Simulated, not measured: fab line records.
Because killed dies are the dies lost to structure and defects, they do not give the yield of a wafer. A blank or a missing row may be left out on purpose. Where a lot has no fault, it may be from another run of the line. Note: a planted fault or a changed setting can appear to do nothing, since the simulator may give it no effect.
Split-lot experiment + flow n5 finfet + 7 lots, 21 wafers read, on a route of 1938 steps

== SPLIT DETAILS ==
At N5_SD_EPI_N_PEB_07 (peb time 60 s), the setting peb time s was moved away from the recipe's 60 s on 7 of the 21 wafers read, by -21.4% to +18.6%. The other wafers ran this setting at the recipe's value.

== FROM THE SPLIT TO THE READING: what the file shows between them, 1 step ==
- N5_SD_EPI_N_DEVELOP_08: develop time 30 s

== THE READING ==
cd nm, in nm, at N5_SD_EPI_N_CD_MEAS_09 (target cd 120 nm). A value of 120.1 nm with a standard deviation of 0.66 nm is what fault-free wafers of this fab line usually give.

| wafer  | tool, chamber at the split | peb time s as run, s | against the recipe | cd nm, nm | against lot-mates on the recipe |
|--------|----------------------------|----------------------|--------------------|-----------|---------------------------------|
| L078.3 | litho track-04, 0          | 60                   | recipe             | 120.6     | -                               |
| L078.4 | litho track-04, 0          | 60                   | recipe             | 121.3     | -                               |
| L078.6 | litho track-04, 0          | 60                   | recipe             | 121.1     | -                               |
| L080.1 | litho track-01, 0          | 60                   | recipe             | 120.4     | -                               |
| L080.5 | litho track-01, 0          | 56.55                | -5.8%              | 118.6     | -1.8                            |
| L080.6 | litho track-01, 0          | 56.55                | -5.8%              | 118.0     | -2.4                            |
| L085.1 | litho track-04, 0          | 60                   | recipe             | 120.9     | -                               |
| L085.4 | litho track-04, 0          | 60                   | recipe             | 120.0     | -                               |
| L085.5 | litho track-04, 0          | 60                   | recipe             | 119.9     | -                               |
| L086.3 | litho track-03, 0          | 50.22                | -16.3%             | 114.2     | -5.6                            |
| L086.5 | litho track-03, 0          | 50.22                | -16.3%             | 113.0     | -6.8                            |
| L086.6 | litho track-03, 0          | 60                   | recipe             | 119.8     | -                               |
| L091.2 | litho track-01, 0          | 47.18                | -21.4%             | 111.1     | -8.9                            |
| L091.3 | litho track-01, 0          | 60                   | recipe             | 120.0     | -                               |
| L091.5 | litho track-01, 0          | 47.18                | -21.4%             | 110.2     | -9.8                            |
| L094.3 | litho track-03, 0          | 60                   | recipe             | 119.6     | -                               |
| L094.5 | litho track-03, 0          | 60                   | recipe             | 119.7     | -                               |
| L094.6 | litho track-03, 0          | 60                   | recipe             | 119.7     | -                               |
| L095.3 | litho track-01, 0          | 60                   | recipe             | 120.6     | -                               |
| L095.4 | litho track-01, 0          | 71.18                | +18.6%             | 125.9     | +5.8                            |
| L095.6 | litho track-01, 0          | 60                   | recipe             | 119.6     | -                               |

FIT RESULTS
A straight line over all 21 wafers: cd nm changes by +0.4 nm for each +1% of peb time s; r = +0.98; the points scatter about the line by 0.75 nm.
The same after taking each lot's own level away (the mean of its wafers on the recipe; 21 wafers): +0.39 nm for each +1%; r = +0.99; scatter 0.59 nm.
Per that fit: largest peb time s move, reading shift of 8.3 nm.
Across the lots, their own levels run from 119.67 to 121.00 nm, a range of 2.0 times the standard deviation given above.
So the lot-to-lot level changes the slope little: the two slopes agree.
Check: with one of the wafers moved furthest among these (-21.4%) left out of the fit, the line predicts -8.33 nm for it against its lot-mates. Against them it came out at -8.9 nm.

== FURTHER SPLITS ON THESE WAFERS ==
Note: prior to the reading, these wafers also went through further splits. Each is held against what the fit with the lots' levels taken away leaves over:
| other split on the same wafers | wafers away from the commonest value | r with cd nm (lot level and that fit taken away) |
|--------------------------------|--------------------------------------|--------------------------------------------------|
| N5_ZERO_LAYER_PECVD_02 time s  | 6                                    | +0.16                                            |
| N5_FIN_SAQP_ALD_61 ald cycles  | 7                                    | -0.13                                            |
| N5_DUMMY_GATE_CVD_03 temp c    | 12                                   | -0.32                                            |

== THE WHOLE CHAIN: every reading that the file lists as answering this split, in the file's order ==
| step                   | what it does                                           | reading                                                         | change (the file's fit)               | r (the file's) |
|------------------------|--------------------------------------------------------|-----------------------------------------------------------------|---------------------------------------|----------------|
| N5_SD_EPI_N_CD_MEAS_09 | target cd 120 nm                                       | cd nm                                                           | +0.381 nm for each +1% of the setting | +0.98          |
| N5_SD_EPI_N_DESCUM_14  | chemistry O2, time 7.9 s                               | SD_EPI_N.cd nm (the simulator's own value, which no gauge read) | +0.383 nm for each +1% of the setting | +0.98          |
| N5_SD_EPI_N_ETCH_34    | etches SiARC in CF4, target depth 45.5 nm, time 75.8 s | SD_EPI_N.cd nm (the simulator's own value, which no gauge read) | +0.388 nm for each +1% of the setting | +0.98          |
| N5_SD_EPI_N_ETCH_35    | etches SOC in N2/H2, overetch 108 nm, time 486 s       | SD_EPI_N.cd nm (the simulator's own value, which no gauge read) | +0.415 nm for each +1% of the setting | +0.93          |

== THE FILE'S OWN FIT ==
cd nm changes by +0.381 nm for each +1% of peb time s, r = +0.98.
